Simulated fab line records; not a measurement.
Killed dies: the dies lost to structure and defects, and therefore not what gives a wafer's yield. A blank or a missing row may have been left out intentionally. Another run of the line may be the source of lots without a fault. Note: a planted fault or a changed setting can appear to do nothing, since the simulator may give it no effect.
Split-lot experiment | flow n5 finfet | 7 lots, 21 wafers read, on a route of 1938 steps

== THE SPLIT ==
At N5_BEOL_M3_COAT_22 (resist thk 30 nm), the setting spin rpm was moved away from the recipe's 1500 rpm on 7 of the 21 wafers read, by -9.1% to +9.2%. This setting was run at the recipe's value on the other wafers.

The split's own step is where the reading is taken.

== THE READING ==
CAR-EUV_of_BEOL_M3_COAT_22.thk nm (the simulator's own value, which no gauge read), in nm, at N5_BEOL_M3_COAT_22 (resist thk 30 nm). There is no usual value for it anywhere in the file. The 14 wafers here that ran the recipe average 30.1 nm, standard deviation 0.096 nm.

wafer  | tool, chamber at the split | spin rpm as run, rpm | against the recipe | CAR-EUV_of_BEOL_M3_COAT_22.thk nm, nm | against lot-mates on the recipe
L076.1 | litho track-02, 0          | 1500                 | recipe             | 30                                    | -
L076.3 | litho track-02, 0          | 1500                 | recipe             | 30                                    | -
L076.4 | litho track-02, 0          | 1500                 | recipe             | 30.2                                  | -
L083.1 | litho track-02, 0          | 1638                 | +9.2%              | 28.8                                  | -1.2
L083.3 | litho track-02, 0          | 1638                 | +9.2%              | 28.8                                  | -1.2
L083.4 | litho track-02, 0          | 1500                 | recipe             | 30                                    | -
L084.1 | litho track-04, 0          | 1500                 | recipe             | 30.2                                  | -
L084.3 | litho track-04, 0          | 1500                 | recipe             | 30.2                                  | -
L084.5 | litho track-04, 0          | 1500                 | recipe             | 30.2                                  | -
L086.1 | litho track-02, 0          | 1500                 | recipe             | 30                                    | -
L086.2 | litho track-02, 0          | 1372                 | -8.5%              | 31.6                                  | +1.5
L086.6 | litho track-02, 0          | 1500                 | recipe             | 30.2                                  | -
L090.1 | litho track-04, 0          | 1620                 | +8.0%              | 29                                    | no lot-mate on the recipe
L090.4 | litho track-04, 0          | 1620                 | +8.0%              | 29                                    | no lot-mate on the recipe
L090.6 | litho track-04, 0          | 1620                 | +8.0%              | 28.8                                  | no lot-mate on the recipe
L096.1 | litho track-04, 0          | 1363                 | -9.1%              | 31.6                                  | +1.4
L096.3 | litho track-04, 0          | 1500                 | recipe             | 30.2                                  | -
L096.4 | litho track-04, 0          | 1500                 | recipe             | 30.2                                  | -
L097.2 | litho track-02, 0          | 1500                 | recipe             | 30.2                                  | -
L097.4 | litho track-02, 0          | 1500                 | recipe             | 30.2                                  | -
L097.5 | litho track-02, 0          | 1500                 | recipe             | 30                                    | -

FIT RESULTS
A straight line over all 21 wafers: CAR-EUV_of_BEOL_M3_COAT_22.thk nm changes by -0.154 nm for each +1% of spin rpm; r = -0.99; the points scatter about the line by 0.1 nm.
The same after taking each lot's own level away (the mean of its wafers on the recipe; 18 wafers): -0.147 nm for each +1%; r = -0.99; scatter 0.1 nm.
On that fit, the largest move of spin rpm shifts the reading by 1.3 nm.
From 30.00 to 30.20 nm: that is the span of the lots' own levels, equal to 2.1 times the standard deviation above.
Consequently the slope shifts little with the lot-to-lot level, the two slopes agreeing.
Check: for one of the wafers moved furthest among these (+9.2%), held out of the fit, the line's prediction against its lot-mates is -1.37 nm. Against them it came out at -1.2 nm.

== OTHER SPLITS APPLIED TO THESE WAFERS ==
Note: prior to the reading, these wafers also went through further splits. Each is held against what the fit with the lots' levels taken away leaves over:
other split on the same wafers | wafers away from the commonest value | r with CAR-EUV_of_BEOL_M3_COAT_22.thk nm (lot level and that fit taken away)
N5_BEOL_M1_EXPOSE_08 dose mj   | 6                                    | -0.13
N5_BEOL_M2_PECVD_72 temp c     | 6                                    | +0.16
N5_BEOL_M2_COAT_62 spin rpm    | 8                                    | +0.03
N5_BEOL_M2_ETCH_64 source w    | 7                                    | +0.28
N5_BEOL_M2_COAT_67 spin rpm    | 2                                    | -0.43

== THE FILE'S OWN FIT ==
CAR-EUV_of_BEOL_M3_COAT_22.thk nm changes by -0.152 nm for each +1% of spin rpm, r = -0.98.
